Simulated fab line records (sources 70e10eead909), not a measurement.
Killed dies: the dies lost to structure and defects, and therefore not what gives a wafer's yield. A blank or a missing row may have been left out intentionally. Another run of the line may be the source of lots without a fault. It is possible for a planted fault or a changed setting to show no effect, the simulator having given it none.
A lot that was struck, set against a sound lot | flow nand harc | 14 out of 1302 route steps
Sound: wafers L923.2, L923.3, L923.6. Wafers L935.2, L935.3, L935.4 were the ones struck. The cause comes at the end.
At each step with rows: each side's tool, then ch and its chambers, then its first start. Under that, the readings that differ: sound wafers | struck wafers | difference of the means | sigmas: that difference in standard deviations of wafers without a fault.
alike: a reading whose means differ by less than 2 such deviations, as well as words and numbers matching on both sides. not compared: withheld readings; readings where some wafer has no value; bounds like >300 that might hide an equal value; numbers whose values overlap and for which the record gives no deviation.
The two part at a step that has a row with sigmas, a row that says differs or no value, or rows on one side only. When numbers do not overlap yet have no deviation, they are printed without sigmas and do not part them. Lack of a reading on every wafer of one side parts them only where that side has two or more wafers.

NHARC_A_M1_DEP_33: deposits SiCN, target thk 30 nm.
  sound on pecvd-04 ch 0,1, day 23 07:58; struck on pecvd-01 ch 0,1, day 29 02:37
  reading            | sound       | struck      | difference | sigmas
  heater power w (W) | 675 733 739 | 571 533 546 | -166       | -3
  not compared: since wet clean h
NHARC_A_BONDPAD_DEP_00: deposits SiCN, target thk 250 nm.
  sound on pecvd-03 ch 0,1, day 23 08:31; struck on pecvd-02 ch 0,1, day 29 03:13
  alike: heater power w
  not compared: since wet clean h
NHARC_A_BONDPAD_CMP_29: polishes SiCN, target thk 200 nm.
  sound on cmp-02 ch 0,1,2, day 23 08:59; struck on cmp-02 ch 1,2,3, day 29 03:36
  alike: motor current A, slurry flow ml min
NHARC_A_BONDPAD_THK_MEAS_30: measures by ellipsometry.
  sound on film metro-02 at day 23 09:11; struck on film metro-01 at day 29 03:49
  alike: thk nm
then, 8 steps without rows for these wafers: NHARC_A_BONDPAD_SRD_31; NHARC_A_BONDPAD_DEHYDRATE_01 (time 120 s); NHARC_A_BONDPAD_HMDS_02 (time 30 s); NHARC_A_BONDPAD_COAT_33 (time 65 s); NHARC_A_BONDPAD_COAT_03 (resist thk 600 nm); NHARC_A_BONDPAD_SOFTBAKE_04 (time 70 s); NHARC_A_BONDPAD_EBR_05; NHARC_A_BONDPAD_EXPOSE_06 (exposes mask A BPAD).
NHARC_A_BONDPAD_PEB_07: peb time 80 s.
  sound on litho track-07 ch 0, day 23 09:40; struck on litho track-07, day 29 04:11
  no value came back on the struck wafers for chill plate temp C (C), exhaust pa (Pa); on the sound wafers chill plate temp C (C) reads 22.89 23.07 23.05
then, 1 step without rows for these wafers: NHARC_A_BONDPAD_DEVELOP_08 (time 50 s).

WHERE THEY PART
First at NHARC_A_M1_DEP_33; last, within this record, at NHARC_A_BONDPAD_PEB_07.

WHY: the cause the simulator had injected
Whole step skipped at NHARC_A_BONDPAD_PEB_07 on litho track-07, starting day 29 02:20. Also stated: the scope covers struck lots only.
